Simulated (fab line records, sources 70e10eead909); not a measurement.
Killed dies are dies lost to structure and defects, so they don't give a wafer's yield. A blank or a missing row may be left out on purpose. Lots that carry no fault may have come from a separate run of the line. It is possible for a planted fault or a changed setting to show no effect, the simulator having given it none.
Which tool is to blame? :: flow nand-harc :: 12 lots with 36 wafers sampled at 5 steps, on a route of 1302 steps

WHAT EACH GAUGE READ, for each wafer
NHARC_END_SORT_01. Usual: killed-at-array 56, standard deviation 21; killed-at-other 0.8, standard deviation 1; killed-at-periphery 3.6, standard deviation 2.8; killed-dies 60, standard deviation 20; killed-open 3.2, standard deviation 1.9; killed-short 2.4, standard deviation 1.6.
lot: L459
measured: day 34 02:04
on: prober-01
killed-at-array: 33
killed-at-other: 0
killed-at-periphery: 5
killed-dies: 38
killed-open: 2
killed-short: 2
flag: 

WHICH TOOL RAN EACH LOT (tool, then ch and the chambers of the sampled wafers, then the start)
lot: L437
NHARC_P_GATE_DESCUM_48: rie-diel-02 ch 1,2, day 5 23:08
NHARC_P_GATE_STRIP_112: plasma-asher-01 ch 0,1, day 6 01:08
NHARC_P_GATE_STRIP_113: plasma-asher-02 ch 0,1, day 6 02:51
NHARC_P_GATE_STRIP_67: wet-bench-05 ch 0,2,4, day 6 04:48

lot: L439
NHARC_P_GATE_DESCUM_48: rie-diel-02 ch 0,1,2, day 6 05:00
NHARC_P_GATE_STRIP_112: plasma-asher-02 ch 0,1, day 6 06:59
NHARC_P_GATE_STRIP_113: plasma-asher-02 ch 0,1, day 6 08:43
NHARC_P_GATE_STRIP_67: wet-bench-01 ch 0,2,3, day 6 10:49

lot: L438
NHARC_P_GATE_DESCUM_48: rie-diel-06 ch 0,2, day 6 05:10
NHARC_P_GATE_STRIP_112: plasma-asher-01 ch 0,1, day 6 07:29
NHARC_P_GATE_STRIP_113: plasma-asher-02 ch 1, day 6 09:29
NHARC_P_GATE_STRIP_67: wet-bench-07 ch 0,2,7, day 6 11:35

lot: L441
NHARC_P_GATE_DESCUM_48: rie-diel-10 ch 0,2,3, day 7 05:39
NHARC_P_GATE_STRIP_112: plasma-asher-02 ch 0,1, day 7 07:37
NHARC_P_GATE_STRIP_113: plasma-asher-01 ch 0,1, day 7 09:39
NHARC_P_GATE_STRIP_67: wet-bench-05 ch 1,3,6, day 7 11:45

lot: L440
NHARC_P_GATE_DESCUM_48: rie-diel-02 ch 1,2,3, day 7 07:53
NHARC_P_GATE_STRIP_112: plasma-asher-02 ch 0,1, day 7 09:53
NHARC_P_GATE_STRIP_113: plasma-asher-02 ch 0,1, day 7 11:35
NHARC_P_GATE_STRIP_67: wet-bench-01 ch 0,4,7, day 7 13:40

lot: L442
NHARC_P_GATE_DESCUM_48: rie-diel-02 ch 0,1,3, day 7 23:29
NHARC_P_GATE_STRIP_112: plasma-asher-02 ch 0,1, day 8 01:28
NHARC_P_GATE_STRIP_113: plasma-asher-02 ch 0,1, day 8 03:11
NHARC_P_GATE_STRIP_67: wet-bench-07 ch 1,5,7, day 8 05:17

lot: L444
NHARC_P_GATE_DESCUM_48: rie-diel-06 ch 0,1,2, day 8 12:40
NHARC_P_GATE_STRIP_112: plasma-asher-02 ch 0,1, day 8 14:53
NHARC_P_GATE_STRIP_113: plasma-asher-01 ch 0,1, day 8 16:39
NHARC_P_GATE_STRIP_67: wet-bench-07 ch 0,1,3, day 8 18:51

lot: L445
NHARC_P_GATE_DESCUM_48: rie-diel-10 ch 2,3, day 8 19:16
NHARC_P_GATE_STRIP_112: plasma-asher-02 ch 0,1, day 8 21:19
NHARC_P_GATE_STRIP_113: plasma-asher-01 ch 0,1, day 8 22:58
NHARC_P_GATE_STRIP_67: wet-bench-07 ch 0,2,7, day 9 01:04

lot: L446
NHARC_P_GATE_DESCUM_48: rie-diel-10 ch 2,3, day 9 02:43
NHARC_P_GATE_STRIP_112: plasma-asher-01 ch 0,1, day 9 04:48
NHARC_P_GATE_STRIP_113: plasma-asher-02 ch 0,1, day 9 06:43
NHARC_P_GATE_STRIP_67: wet-bench-07 ch 1,2,6, day 9 08:40

lot: L447
NHARC_P_GATE_DESCUM_48: rie-diel-10 ch 0,2,3, day 9 23:06
NHARC_P_GATE_STRIP_112: plasma-asher-02 ch 0,1, day 10 01:14
NHARC_P_GATE_STRIP_113: plasma-asher-01 ch 0,1, day 10 02:56
NHARC_P_GATE_STRIP_67: wet-bench-05 ch 1,3,5, day 10 05:01

lot: L449
NHARC_P_GATE_DESCUM_48: rie-diel-10 ch 1,2,3, day 10 07:02
NHARC_P_GATE_STRIP_112: plasma-asher-01 ch 0,1, day 10 09:23
NHARC_P_GATE_STRIP_113: plasma-asher-01 ch 0,1, day 10 11:01
NHARC_P_GATE_STRIP_67: wet-bench-07 ch 2,4,6, day 10 13:06

lot: L459
NHARC_P_GATE_DESCUM_48: rie-diel-06 ch 1,2,3, day 14 14:49
NHARC_P_GATE_STRIP_112: plasma-asher-02 ch 0,1, day 14 16:56
NHARC_P_GATE_STRIP_113: plasma-asher-01 ch 0,1, day 14 18:31
NHARC_P_GATE_STRIP_67: wet-bench-07 ch 1,4,5, day 14 20:35
- NHARC_P_GATE_DESCUM_48: chemistry O2, time 3 s.
- NHARC_P_GATE_STRIP_112: strips in N2/H2, time 200 s.
- NHARC_P_GATE_STRIP_113: strips in N2/H2, time 740 s.
- NHARC_P_GATE_STRIP_67: strips in SPM, time 600 s.

AS READ BY THE TOOLS THEMSELVES (means over the sampled wafers that have a number; for cases with no such wafer, the mark the record gives instead)
NHARC_P_GATE_DESCUM_48. Usual: drypump-motor-current-A 5.7 A, standard deviation 0.48; oes-product-au 1.001 a.u., standard deviation 0.0085; rf-vpp-V 57.7 V, standard deviation 0.89; showerhead-plenum-p-Torr 1.91 Torr, standard deviation 0.079; throttle-valve-pct 11.310 %, standard deviation 0.0091.
lot: L437
tool: rie-diel-02
drypump-motor-current-A (A): 5.9
oes-product-au (a.u.): 1.010
rf-vpp-V (V): 58.5
showerhead-plenum-p-Torr (Torr): 1.96
throttle-valve-pct (%): 11.317
flag: 

lot: L439
tool: rie-diel-02
drypump-motor-current-A (A): 5.6
oes-product-au (a.u.): 0.997
rf-vpp-V (V): 58.1
showerhead-plenum-p-Torr (Torr): 1.92
throttle-valve-pct (%): 11.319
flag: 

lot: L438
tool: rie-diel-06
drypump-motor-current-A (A): 5.7
oes-product-au (a.u.): 0.995
rf-vpp-V (V): 58.1
showerhead-plenum-p-Torr (Torr): 1.89
throttle-valve-pct (%): 11.306
flag: 

lot: L441
tool: rie-diel-10
drypump-motor-current-A (A): 6.2
oes-product-au (a.u.): 1.002
rf-vpp-V (V): 56.7
showerhead-plenum-p-Torr (Torr): 1.85
throttle-valve-pct (%): 11.309
flag: 

lot: L440
tool: rie-diel-02
drypump-motor-current-A (A): 5.7
oes-product-au (a.u.): 0.997
rf-vpp-V (V): 57.6
showerhead-plenum-p-Torr (Torr): 1.92
throttle-valve-pct (%): 11.309
flag: 

lot: L442
tool: rie-diel-02
drypump-motor-current-A (A): 5.4
oes-product-au (a.u.): 0.994
rf-vpp-V (V): 57.3
showerhead-plenum-p-Torr (Torr): 1.88
throttle-valve-pct (%): 11.302
flag: 

lot: L444
tool: rie-diel-06
drypump-motor-current-A (A): 5.4
oes-product-au (a.u.): 1.004
rf-vpp-V (V): 58.2
showerhead-plenum-p-Torr (Torr): 1.90
throttle-valve-pct (%): 11.316
flag: 

lot: L445
tool: rie-diel-10
drypump-motor-current-A (A): 6.4
oes-product-au (a.u.): 1.005
rf-vpp-V (V): 56.9
showerhead-plenum-p-Torr (Torr): 1.87
throttle-valve-pct (%): 11.313
flag: 

lot: L446
tool: rie-diel-10
drypump-motor-current-A (A): 6.3
oes-product-au (a.u.): 1.002
rf-vpp-V (V): 57.7
showerhead-plenum-p-Torr (Torr): 1.83
throttle-valve-pct (%): 11.320
flag: 

lot: L447
tool: rie-diel-10
drypump-motor-current-A (A): 6.2
oes-product-au (a.u.): 1.014
rf-vpp-V (V): 57.5
showerhead-plenum-p-Torr (Torr): 1.85
throttle-valve-pct (%): 11.309
flag: 

lot: L449
tool: rie-diel-10
drypump-motor-current-A (A): 6.0
oes-product-au (a.u.): 1.007
rf-vpp-V (V): 57.5
showerhead-plenum-p-Torr (Torr): 1.88
throttle-valve-pct (%): 11.311
flag: 

lot: L459
tool: rie-diel-06
drypump-motor-current-A (A): 5.5
oes-product-au (a.u.): 1.004
rf-vpp-V (V): 58.2
showerhead-plenum-p-Torr (Torr): 1.91
throttle-valve-pct (%): 11.323
flag: 

NHARC_P_GATE_STRIP_112. Usual: drypump-motor-current-A 5.7 A, standard deviation 0.34; heater-power-w 88.5 W, standard deviation 2.5; temp-c 109.97 C, standard deviation 0.15.
lot: L437
tool: plasma-asher-01
drypump-motor-current-A (A): 5.6
heater-power-w (W): 87.4
temp-c (C): 110.12
flag: 

lot: L439
tool: plasma-asher-02
drypump-motor-current-A (A): 5.9
heater-power-w (W): 88.3
temp-c (C): 109.86
flag: 

lot: L438
tool: plasma-asher-01
drypump-motor-current-A (A): 5.6
heater-power-w (W): 87.0
temp-c (C): 110.02
flag: 

lot: L441
tool: plasma-asher-02
drypump-motor-current-A (A): 5.6
heater-power-w (W): 88.0
temp-c (C): 109.93
flag: 

lot: L440
tool: plasma-asher-02
drypump-motor-current-A (A): 5.9
heater-power-w (W): 86.8
temp-c (C): 109.97
flag: 

lot: L442
tool: plasma-asher-02
drypump-motor-current-A (A): 5.6
heater-power-w (W): 89.0
temp-c (C): 110.19
flag: 

lot: L444
tool: plasma-asher-02
drypump-motor-current-A (A): 5.9
heater-power-w (W): 89.7
temp-c (C): 109.90
flag: 

lot: L445
tool: plasma-asher-02
drypump-motor-current-A (A): 5.9
heater-power-w (W): 90.0
temp-c (C): 109.89
flag: 

lot: L446
tool: plasma-asher-01
drypump-motor-current-A (A): 5.4
heater-power-w (W): 86.6
temp-c (C): 109.90
flag: 

lot: L447
tool: plasma-asher-02
drypump-motor-current-A (A): 5.6
heater-power-w (W): 88.9
temp-c (C): 110.06
flag: 

lot: L449
tool: plasma-asher-01
drypump-motor-current-A (A): 5.4
heater-power-w (W): 85.7
temp-c (C): 109.93
flag: 

lot: L459
tool: plasma-asher-02
drypump-motor-current-A (A): 5.6
heater-power-w (W): 91.7
temp-c (C): 109.84
flag: 

NHARC_P_GATE_STRIP_113. Usual: drypump-motor-current-A 5.7 A, standard deviation 0.34; heater-power-w 88.4 W, standard deviation 2.3; temp-c 110.01 C, standard deviation 0.12.
lot: L437
tool: plasma-asher-02
drypump-motor-current-A (A): 5.6
heater-power-w (W): 89.5
temp-c (C): 109.98
flag: 

lot: L439
tool: plasma-asher-02
drypump-motor-current-A (A): 5.6
heater-power-w (W): 86.6
temp-c (C): 110.08
flag: 

lot: L438
tool: plasma-asher-02
drypump-motor-current-A (A): 6.1
heater-power-w (W): 89.7
temp-c (C): 109.90
flag: 

lot: L441
tool: plasma-asher-01
drypump-motor-current-A (A): 5.4
heater-power-w (W): 90.1
temp-c (C): 110.06
flag: 

lot: L440
tool: plasma-asher-02
drypump-motor-current-A (A): 5.9
heater-power-w (W): 88.2
temp-c (C): 110.10
flag: 

lot: L442
tool: plasma-asher-02
drypump-motor-current-A (A): 5.9
heater-power-w (W): 90.2
temp-c (C): 109.98
flag: 

lot: L444
tool: plasma-asher-01
drypump-motor-current-A (A): 5.6
heater-power-w (W): 85.5
temp-c (C): 109.95
flag: 

lot: L445
tool: plasma-asher-01
drypump-motor-current-A (A): 5.6
heater-power-w (W): 86.5
temp-c (C): 110.10
flag: 

lot: L446
tool: plasma-asher-02
drypump-motor-current-A (A): 5.9
heater-power-w (W): 89.0
temp-c (C): 110.06
flag: 

lot: L447
tool: plasma-asher-01
drypump-motor-current-A (A): 5.4
heater-power-w (W): 87.1
temp-c (C): 110.01
flag: 

lot: L449
tool: plasma-asher-01
drypump-motor-current-A (A): 5.4
heater-power-w (W): 86.9
temp-c (C): 109.95
flag: 

lot: L459
tool: plasma-asher-01
drypump-motor-current-A (A): 5.6
heater-power-w (W): 87.3
temp-c (C): 110.03
flag: 

NHARC_P_GATE_STRIP_67. Usual: bath-guard-temp-C 129.9 C, standard deviation 0.54; temp-c 129.99 C, standard deviation 0.15.
lot: L437
tool: wet-bench-05
bath-guard-temp-C (C): 130.0
temp-c (C): 130.12
flag: 

lot: L439
tool: wet-bench-01
bath-guard-temp-C (C): 129.8
temp-c (C): 130.01
flag: 

lot: L438
tool: wet-bench-07
bath-guard-temp-C (C): 129.8
temp-c (C): 129.93
flag: 

lot: L441
tool: wet-bench-05
bath-guard-temp-C (C): 130.1
temp-c (C): 129.97
flag: 

lot: L440
tool: wet-bench-01
bath-guard-temp-C (C): 129.8
temp-c (C): 130.11
flag: 

lot: L442
tool: wet-bench-07
bath-guard-temp-C (C): 130.2
temp-c (C): 129.84
flag: 

lot: L444
tool: wet-bench-07
bath-guard-temp-C (C): 130.1
temp-c (C): 129.99
flag: 

lot: L445
tool: wet-bench-07
bath-guard-temp-C (C): 129.8
temp-c (C): 129.99
flag: 

lot: L446
tool: wet-bench-07
bath-guard-temp-C (C): 129.7
temp-c (C): 129.97
flag: 

lot: L447
tool: wet-bench-05
bath-guard-temp-C (C): 130.5
temp-c (C): 130.10
flag: 

lot: L449
tool: wet-bench-07
bath-guard-temp-C (C): 129.4
temp-c (C): 129.94
flag: 

lot: L459
tool: wet-bench-07
bath-guard-temp-C (C): 128.0
temp-c (C): 128.03
flag: OFF

THE ANSWER, worked out from the rows above alone
Rule: lot off if the mean of its wafers having a number is beyond 3 standard deviations from the usual mean. Also off: a lot with no number at a reading for which 4 or more lots have one. Any other lot the step has rows for is counted as sound. First the gauges in route order, then the tools' own readings, where a lot's mean is used as printed above. At the first step where some lot is off, the reading lying furthest off is the one used; lots without a number count as furthest.
Off: L459, at NHARC_P_GATE_STRIP_67 (temp-c).
A tool fits if, at that step or a process step before it, it ran every lot that is off, and no sound lot after the first of them. Can't be told from this: 4 tools fit, rie-diel-06 at NHARC_P_GATE_DESCUM_48, plasma-asher-02 at NHARC_P_GATE_STRIP_112, plasma-asher-01 at NHARC_P_GATE_STRIP_113, wet-bench-07 at NHARC_P_GATE_STRIP_67.

WHAT THE SIMULATOR HAD PUT IN
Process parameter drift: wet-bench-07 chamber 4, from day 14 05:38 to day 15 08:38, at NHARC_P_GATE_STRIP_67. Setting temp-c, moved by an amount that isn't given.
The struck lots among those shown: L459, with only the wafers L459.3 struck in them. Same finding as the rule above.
